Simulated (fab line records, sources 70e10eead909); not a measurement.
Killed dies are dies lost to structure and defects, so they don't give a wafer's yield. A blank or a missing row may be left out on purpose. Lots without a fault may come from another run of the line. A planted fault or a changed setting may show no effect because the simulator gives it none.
Which tool did it? | flow nand_harc | 12 lots, 36 wafers sampled, at 6 steps of a route of 1302

WHAT THE GAUGES READ, wafer by wafer
NHARC_P_M0_INSPECT_27. Usual: raw_defect_count 298, standard deviation 120.
lot  | measured     | on                | raw_defect_count | flag
L832 | day 6 04:28  | defect_inspect-02 | 437 288 316      |
L834 | day 6 21:41  | defect_inspect-01 | 296 234 270      |
L837 | day 8 04:29  | defect_inspect-01 | 637 681 505      |
L843 | day 10 18:10 | defect_inspect-02 | 325 236 564      |
L848 | day 12 21:41 | defect_inspect-01 | 332 446 462      |
L849 | day 13 02:40 | defect_inspect-01 | 304 245 485      |
L850 | day 13 15:07 | defect_inspect-01 | 569 318 277      |
L851 | day 14 02:05 | defect_inspect-01 | 233 245 504      |
L852 | day 14 08:54 | defect_inspect-01 | 267 284 171      |
L853 | day 14 21:31 | defect_inspect-02 | 325 172 400      |
L854 | day 15 07:20 | defect_inspect-01 | 198 307 307      |
L855 | day 15 14:29 | defect_inspect-02 | 245 355 261      |

NHARC_END_SORT_01. Usual: defect_limited_yield 91.0 %, standard deviation 2.8; killed_at_array 56, standard deviation 19; killed_at_other 0.6, standard deviation 1; killed_at_periphery 3.9, standard deviation 2.7; killed_dies 61, standard deviation 19; killed_open 3.3, standard deviation 1.9; killed_short 2.4, standard deviation 1.7.
lot  | measured     | on        | defect_limited_yield (%) | killed_at_array | killed_at_other | killed_at_periphery | killed_dies | killed_open | killed_short | flag
L843 | day 29 12:00 | prober-01 | 93.8 93.9 93.5           | 38 36 41        | 0 0 0           | 4 5 3               | 42 41 44    | 2 6 5       | 0 3 2        |

WHICH TOOL RAN EACH LOT (tool, then ch and the chambers of the sampled wafers, then the start)
lot  | NHARC_P_CONTACT_STRIP_28           | NHARC_P_M0_ECD_22              | NHARC_P_M0_CMP_23             | NHARC_P_M0_DEP_32
L832 | rie_diel-09 ch 0,2, day 5 22:44    | ecd_cu-01 ch 0,1, day 6 03:17  | cmp-03 ch 1,2, day 6 04:00    | pecvd-01 ch 1,2, day 6 04:38
L834 | rie_diel-12 ch 1,2,3, day 6 15:53  | ecd_cu-02 ch 0,1, day 6 20:25  | cmp-03 ch 0,1,2, day 6 21:08  | pecvd-04 ch 1,2, day 6 21:55
L837 | rie_diel-12 ch 1,2, day 7 22:08    | ecd_cu-01 ch 0, day 8 03:20    | cmp-01 ch 0,2, day 8 04:02    | pecvd-01 ch 1,2, day 8 04:38
L843 | rie_diel-12 ch 0,2,3, day 10 12:27 | ecd_cu-02 ch 1, day 10 17:02   | cmp-03 ch 1,2, day 10 17:42   | pecvd-01 ch 0,1,2, day 10 18:19
L848 | rie_diel-09 ch 0,2, day 12 15:57   | ecd_cu-01 ch 0,1, day 12 20:32 | cmp-02 ch 0,1,2, day 12 21:14 | pecvd-04 ch 0,1,2, day 12 21:55
L849 | rie_diel-12 ch 0,1,2, day 12 20:55 | ecd_cu-01 ch 0,1, day 13 01:29 | cmp-02 ch 0,1,3, day 13 02:12 | pecvd-01 ch 0,2, day 13 02:49
L850 | rie_diel-12 ch 1,2,3, day 13 09:16 | ecd_cu-01 ch 0,1, day 13 13:49 | cmp-03 ch 0,1,2, day 13 14:38 | pecvd-01 ch 0,1,2, day 13 15:16
L851 | rie_diel-12 ch 0,1, day 13 20:17   | ecd_cu-01 ch 0,1, day 14 00:53 | cmp-01 ch 0,1,3, day 14 01:37 | pecvd-02 ch 0,1, day 14 02:14
L852 | rie_diel-09 ch 0,1,2, day 14 02:48 | ecd_cu-01 ch 0,1, day 14 07:43 | cmp-02 ch 0,1,3, day 14 08:26 | pecvd-04 ch 0,1,2, day 14 09:03
L853 | rie_diel-12 ch 1,2,3, day 14 15:50 | ecd_cu-02 ch 0,1, day 14 20:18 | cmp-01 ch 1,2,3, day 14 21:04 | pecvd-04 ch 1,2, day 14 21:43
L854 | rie_diel-09 ch 2,3, day 15 01:31   | ecd_cu-02 ch 1, day 15 06:04   | cmp-01 ch 0,2,3, day 15 06:55 | pecvd-02 ch 0,1, day 15 07:29
L855 | rie_diel-12 ch 0,1,2, day 15 08:48 | ecd_cu-02 ch 0, day 15 13:17   | cmp-02 ch 0,2, day 15 14:02   | pecvd-04 ch 1,2, day 15 14:39
- NHARC_P_CONTACT_STRIP_28: strips in O2.
- NHARC_P_M0_ECD_22: material Cu, target thk 400 nm.
- NHARC_P_M0_CMP_23: polishes, t overpolish 20 s, target thk 117.54 nm.
- NHARC_P_M0_DEP_32: deposits SiCN, target thk 30 nm.

WHAT THE TOOLS THEMSELVES READ (means of the sampled wafers that have a number; where no wafer has one, the mark that the record gives instead)
NHARC_P_CONTACT_STRIP_28. Usual: drypump_motor_current_A 5.7 A, standard deviation 0.43; oes_product_au 1.001 a.u., standard deviation 0.012; rf_vpp_V 58.0 V, standard deviation 0.83; showerhead_plenum_p_Torr 3.59 Torr, standard deviation 0.14; throttle_valve_pct 17.037 %, standard deviation 0.0095.
lot  | tool        | drypump_motor_current_A (A) | oes_product_au (a.u.) | rf_vpp_V (V) | showerhead_plenum_p_Torr (Torr) | throttle_valve_pct (%) | flag
L832 | rie_diel-09 | 5.4                         | 1.000                 | 57.7         | 3.40                            | 17.040                 |
L834 | rie_diel-12 | 5.5                         | 1.012                 | 58.3         | 3.70                            | 17.036                 |
L837 | rie_diel-12 | 5.5                         | 1.012                 | 57.9         | 3.72                            | 17.031                 |
L843 | rie_diel-12 | 5.3                         | 1.002                 | 56.8         | 3.66                            | 17.036                 |
L848 | rie_diel-09 | 5.8                         | 1.001                 | 57.6         | 3.39                            | 17.042                 |
L849 | rie_diel-12 | 5.3                         | 1.008                 | 56.7         | 3.69                            | 17.037                 |
L850 | rie_diel-12 | 5.5                         | 0.993                 | 58.4         | 3.69                            | 17.046                 |
L851 | rie_diel-12 | 5.6                         | 1.003                 | 58.6         | 3.72                            | 17.036                 |
L852 | rie_diel-09 | 5.8                         | 1.002                 | 57.6         | 3.43                            | 17.032                 |
L853 | rie_diel-12 | 5.5                         | 0.999                 | 58.3         | 3.69                            | 17.030                 |
L854 | rie_diel-09 | 6.0                         | 0.998                 | 57.8         | 3.59                            | 17.035                 |
L855 | rie_diel-12 | 5.3                         | 1.008                 | 58.6         | 3.69                            | 17.041                 |

NHARC_P_M0_CMP_23. Usual: motor_current_A 11.3 A, standard deviation 0.93; time_to_endpoint_s 28 s, standard deviation 3.2.
lot  | tool   | motor_current_A (A) | time_to_endpoint_s (s) | flag
L832 | cmp-03 | 11.1                | 29                     |
L834 | cmp-03 | 11.3                | 28                     |
L837 | cmp-01 | 11.4                | 22                     |
L843 | cmp-03 | 11.6                | 16                     | OFF
L848 | cmp-02 | 12.1                | 30                     |
L849 | cmp-02 | 11.3                | 25                     |
L850 | cmp-03 | 11.6                | 29                     |
L851 | cmp-01 | 11.0                | 25                     |
L852 | cmp-02 | 10.8                | 27                     |
L853 | cmp-01 | 11.1                | 28                     |
L854 | cmp-01 | 11.4                | 24                     |
L855 | cmp-02 | 12.1                | 27                     |

NHARC_P_M0_DEP_32. Usual: heater_power_w 600 W, standard deviation 72.
lot  | tool     | heater_power_w (W) | flag
L832 | pecvd-01 | 596                |
L834 | pecvd-04 | 584                |
L837 | pecvd-01 | 586                |
L843 | pecvd-01 | 612                |
L848 | pecvd-04 | 587                |
L849 | pecvd-01 | 620                |
L850 | pecvd-01 | 565                |
L851 | pecvd-02 | 616                |
L852 | pecvd-04 | 606                |
L853 | pecvd-04 | 572                |
L854 | pecvd-02 | 589                |
L855 | pecvd-04 | 559                |

THE ANSWER, worked out from the rows above alone
Rule: a lot is off if the mean of its wafers that have a number lies more than 3 standard deviations from the usual mean. A lot without any number at a reading at which 4 lots or more have one is off too. The other lots that the step has rows for count as sound. The gauges are gone through in route order, then the tools' own readings, and for those a lot's mean is taken as printed above. The first step at which some lot is off is used, and at that step the reading that is off furthest; a lot without a number counts as furthest.
Off: L843, at NHARC_P_M0_CMP_23 (time_to_endpoint_s).
A tool fits if, at that step or a process step before it, it ran every lot that is off, and no sound lot after the first of them. None of those tried fits.

WHAT THE SIMULATOR HAD PUT IN
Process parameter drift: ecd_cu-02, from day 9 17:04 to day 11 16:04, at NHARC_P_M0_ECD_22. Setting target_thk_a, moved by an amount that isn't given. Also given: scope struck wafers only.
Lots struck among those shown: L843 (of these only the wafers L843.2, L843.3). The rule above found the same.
